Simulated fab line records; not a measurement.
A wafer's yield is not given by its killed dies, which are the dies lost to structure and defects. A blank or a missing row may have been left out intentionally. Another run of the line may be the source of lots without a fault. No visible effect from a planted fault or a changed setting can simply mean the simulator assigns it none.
Which tool did it? | flow n5-finfet | Sampling: 10 lots, 28 wafers, 5 of 1938 route steps

WHAT EACH GAUGE READ, for each wafer
N5_FIN_CUT_OVL_MEAS_09.
lot  | measured    | on         | FIN_CUT_OVL (nm)
L987 | day 2 02:26 | overlay-02 | -0.3 1.1 0.4
L989 | day 2 15:01 | overlay-01 | 1.5 0.8 0.6
L990 | day 2 21:36 | overlay-01 | 0.0 0.0 0.3
L992 | day 3 09:19 | overlay-01 | 1.0 1.2 0.2
L993 | day 3 14:58 | overlay-01 | 0.0 -0.4
L997 | day 4 14:34 | overlay-01 | 1.3 1.0
L105 | day 6 13:44 | overlay-02 | -0.1 0.2 -0.7
L108 | day 7 09:25 | overlay-02 | -0.3 1.3 0.4
L109 | day 7 14:13 | overlay-01 | 1.0 0.3 -0.2
L110 | day 8 01:09 | overlay-02 | 0.4 0.4 -0.1

N5_BEOL_M4_RC_MEAS_101.
lot  | measured     | on        | DIBL_N (mV/V)  | DIBL_P (mV/V)  | IOFF_N (nA/um)    | IOFF_P (nA/um) | ION_N (uA/um) | ION_P (uA/um) | SS_N (mV/dec)  | SS_P (mV/dec)  | VT_N (mV)   | VT_P (mV)
L987 | day 8 10:10  | prober-01 | 33.5 36.6 33.2 | 31.3 35.8 31.9 | 0.126 0.180 0.119 | 0.18 0.25 0.18 | 677 694 671   | 470 480 460   | 70.3 71.8 70.9 | 72.9 73.1 72.5 | 250 245 252 | -249 -247 -250
L989 | day 8 10:22  | prober-02 | 36.0 34.5 38.5 | 36.0 33.9 39.2 | 0.160 0.134 0.214 | 0.20 0.18 0.26 | 664 657 674   | 454 450 459   | 71.5 71.3 72.6 | 73.9 73.7 74.7 | 250 252 244 | -252 -256 -247
L990 | day 8 13:14  | prober-02 | 36.0 34.5 36.4 | 37.2 34.3 36.9 | 0.162 0.130 0.145 | 0.23 0.19 0.22 | 693 667 659   | 478 460 457   | 71.3 71.4 72.1 | 72.9 72.8 73.6 | 252 253 252 | -252 -250 -250
L992 | day 9 04:07  | prober-01 | 35.8 35.5 37.0 | 34.7 34.8 36.7 | 0.145 0.150 0.172 | 0.19 0.20 0.23 | 660 681 667   | 451 465 460   | 71.2 71.0 70.9 | 73.5 73.2 73.8 | 249 250 248 | -251 -249 -248
L993 | day 9 12:14  | prober-01 | 35.5 35.7      | 35.8 36.4      | 0.180 0.170       | 0.21 0.21      | 694 678       | 470 462       | 72.4 72.6      | 72.8 73.1      | 246 248     | -249 -249
L997 | day 10 10:25 | prober-02 | 37.5 35.2      | 38.8 36.2      | 0.177 0.130       | 0.20 0.16      | 677 657       | 454 447       | 71.9 71.7      | 73.4 73.6      | 249 251     | -252 -257
L105 | day 13 01:41 | prober-01 | 37.9 39.4 38.6 | 38.4 41.1 38.5 | 0.174 0.228 0.181 | 0.24 0.29 0.23 | 668 703 658   | 462 481 452   | 72.1 71.8 71.8 | 73.4 74.9 73.6 | 248 245 250 | -251 -247 -251
L108 | day 13 07:11 | prober-02 | 34.0 36.4 36.2 | 34.6 37.1 37.3 | 0.139 0.179 0.174 | 0.20 0.24 0.25 | 679 669 674   | 465 466 467   | 71.0 72.0 71.8 | 72.8 73.6 73.0 | 250 247 248 | -249 -243 -245
L109 | day 13 16:08 | prober-01 | 36.3 38.2 37.6 | 35.9 37.1 37.4 | 0.147 0.161 0.169 | 0.21 0.23 0.24 | 659 665 668   | 459 457 464   | 71.3 71.4 72.0 | 72.9 73.6 73.7 | 253 250 246 | -249 -250 -249
L110 | day 13 20:43 | prober-01 | 35.2 35.4 36.6 | 34.8 35.0 36.5 | 0.133 0.141 0.165 | 0.19 0.20 0.21 | 649 670 663   | 452 462 447   | 72.1 71.4 72.4 | 72.1 72.8 71.9 | 252 250 249 | -252 -251 -251

TOOL THAT RAN EACH LOT (tool first, then ch and the chambers of the sampled wafers, then the start)
lot  | N5_FIN_CUT_STRIP_24               | N5_FIN_CUT_CUT_ETCH_27            | N5_FIN_CUT_CUT_ETCH_28
L987 | rie-diel-04 ch 1,2, day 2 03:08   | rie-diel-04 ch 1,2, day 2 03:13   | rie-si-02 ch 0,2,3, day 2 03:25
L989 | rie-diel-03 ch 0,3, day 2 15:36   | rie-diel-03 ch 0,3, day 2 15:40   | rie-si-06 ch 0,3, day 2 15:52
L990 | rie-diel-04 ch 0,1,2, day 2 22:07 | rie-diel-04 ch 0,1,2, day 2 22:11 | rie-si-06 ch 0,2,3, day 2 22:25
L992 | rie-diel-01 ch 0,3, day 3 09:48   | rie-diel-01 ch 0,3, day 3 09:52   | rie-si-02 ch 1,2, day 3 10:05
L993 | rie-diel-04 ch 3, day 3 15:27     | rie-diel-04 ch 3, day 3 15:31     | rie-si-06 ch 1,3, day 3 15:43
L997 | rie-diel-01 ch 1,3, day 4 15:04   | rie-diel-01 ch 1,3, day 4 15:08   | rie-si-06 ch 3, day 4 15:20
L105 | rie-diel-01 ch 2,3, day 6 14:13   | rie-diel-01 ch 2,3, day 6 14:17   | rie-si-02 ch 1,2, day 6 14:29
L108 | rie-diel-03 ch 0,1, day 7 10:02   | rie-diel-03 ch 0,1, day 7 10:07   | rie-si-02 ch 0,2,3, day 7 10:19
L109 | rie-diel-04 ch 0,1,2, day 7 14:53 | rie-diel-04 ch 0,1,2, day 7 14:58 | rie-si-05 ch 1,2,3, day 7 15:10
L110 | rie-diel-01 ch 0,1,2, day 8 01:39 | rie-diel-01 ch 0,1,2, day 8 01:43 | rie-si-05 ch 1,2, day 8 01:55
- N5_FIN_CUT_STRIP_24: strips in CF4.
- N5_FIN_CUT_CUT_ETCH_27: etches SiO2 in CHF3/O2, target depth 4 nm, overetch 2 nm, time 4.9 s.
- N5_FIN_CUT_CUT_ETCH_28: etches Si in HBr/Cl2/O2, target depth 6 nm, time 2.4 s.

AS READ BY THE TOOLS THEMSELVES (means over the sampled wafers that have a number; for cases with no such wafer, the mark the record gives instead)
N5_FIN_CUT_STRIP_24.
lot  | tool        | drypump-motor-current-A (A) | oes-product-au (a.u.) | rf-vpp-V (V) | showerhead-plenum-p-Torr (Torr) | throttle-valve-pct (%)
L987 | rie-diel-04 | 6.0                         | 0.90                  | 270.1        | 1.77                            | 13.06
L989 | rie-diel-03 | 5.8                         | 0.70                  | 270.3        | 1.79                            | 13.66
L990 | rie-diel-04 | 5.9                         | 0.81                  | 270.4        | 1.76                            | 13.37
L992 | rie-diel-01 | 5.4                         | 0.76                  | 272.7        | 1.84                            | 13.47
L993 | rie-diel-04 | 5.2                         | 0.71                  | 269.4        | 1.72                            | 13.48
L997 | rie-diel-01 | 5.7                         | 0.82                  | 272.4        | 1.82                            | 13.32
L105 | rie-diel-01 | 5.5                         | 0.78                  | 273.1        | 1.83                            | 13.47
L108 | rie-diel-03 | 6.2                         | 0.69                  | 271.4        | 1.82                            | 13.83
L109 | rie-diel-04 | 5.9                         | 0.77                  | 269.9        | 1.75                            | 13.45
L110 | rie-diel-01 | 5.3                         | 0.86                  | 270.0        | 1.75                            | 13.30

N5_FIN_CUT_CUT_ETCH_27.
lot  | tool        | drypump-motor-current-A (A) | oes_o_777_au (a.u.) | oes-product-au (a.u.) | rf-vpp-V (V) | showerhead-plenum-p-Torr (Torr) | throttle-valve-pct (%)
L987 | rie-diel-04 | 6.0                         | 0.90                | 0.72                  | 524          | 2.40                            | 18.42
L989 | rie-diel-03 | 5.8                         | 0.72                | 0.56                  | 511          | 2.39                            | 18.78
L990 | rie-diel-04 | 5.9                         | 0.82                | 0.65                  | 523          | 2.36                            | 18.63
L992 | rie-diel-01 | 5.4                         | 0.76                | 0.61                  | 529          | 2.49                            | 18.73
L993 | rie-diel-04 | 5.2                         | 0.73                | 0.57                  | 514          | 2.32                            | 18.70
L997 | rie-diel-01 | 5.7                         | 0.84                | 0.67                  | 522          | 2.44                            | 18.57
L105 | rie-diel-01 | 5.5                         | 0.77                | 0.62                  | 534          | 2.46                            | 18.68
L108 | rie-diel-03 | 6.2                         | 0.70                | 0.55                  | 527          | 2.44                            | 19.00
L109 | rie-diel-04 | 5.9                         | 0.78                | 0.62                  | 521          | 2.35                            | 18.69
L110 | rie-diel-01 | 5.3                         | 0.88                | 0.68                  | 519          | 2.36                            | 18.60

N5_FIN_CUT_CUT_ETCH_28.
lot  | tool      | drypump-motor-current-A (A) | oes_o_777_au (a.u.) | oes-product-au (a.u.) | throttle-valve-pct (%)
L987 | rie-si-02 | 5.5                         | 1.02                | 0.996                 | 37.09
L989 | rie-si-06 | 5.7                         | 0.98                | 0.993                 | 36.93
L990 | rie-si-06 | 5.6                         | 0.98                | 1.008                 | 37.09
L992 | rie-si-02 | 5.5                         | 0.99                | 1.014                 | 36.91
L993 | rie-si-06 | 5.5                         | 0.99                | 1.026                 | 37.20
L997 | rie-si-06 | 5.9                         | 1.04                | 1.030                 | 37.18
L105 | rie-si-02 | 5.5                         | 0.99                | 1.013                 | 36.92
L108 | rie-si-02 | 5.6                         | 1.02                | 0.997                 | 37.08
L109 | rie-si-05 | 5.8                         | 0.99                | 1.013                 | 37.44
L110 | rie-si-05 | 5.4                         | 0.96                | 1.004                 | 37.23

THE ANSWER, worked out from the rows above alone
Rule: the usual values come from the lots themselves. The widest of any qualifying gaps counts: lots, ordered by their means at a reading, are off when they make up no more than a third of the lots, leave a main group of 4 or more, and stand apart from it by 3 or more times the standard deviation of that group's means. Not used: any main group whose means are identical at the precision the tables above print for the reading. Also off: a lot with no number at a reading for which 4 or more lots have one. Any other lot the step has rows for is counted as sound. The gauges are gone through in route order, then the tools' own readings, and for those a lot's mean is taken as printed above. At the first step where some lot is off, the reading lying furthest off is the one used; lots without a number count as furthest.
Nothing can be told from this: no lot is off at any reading shown.

WHAT HAD BEEN PUT IN BY THE SIMULATOR
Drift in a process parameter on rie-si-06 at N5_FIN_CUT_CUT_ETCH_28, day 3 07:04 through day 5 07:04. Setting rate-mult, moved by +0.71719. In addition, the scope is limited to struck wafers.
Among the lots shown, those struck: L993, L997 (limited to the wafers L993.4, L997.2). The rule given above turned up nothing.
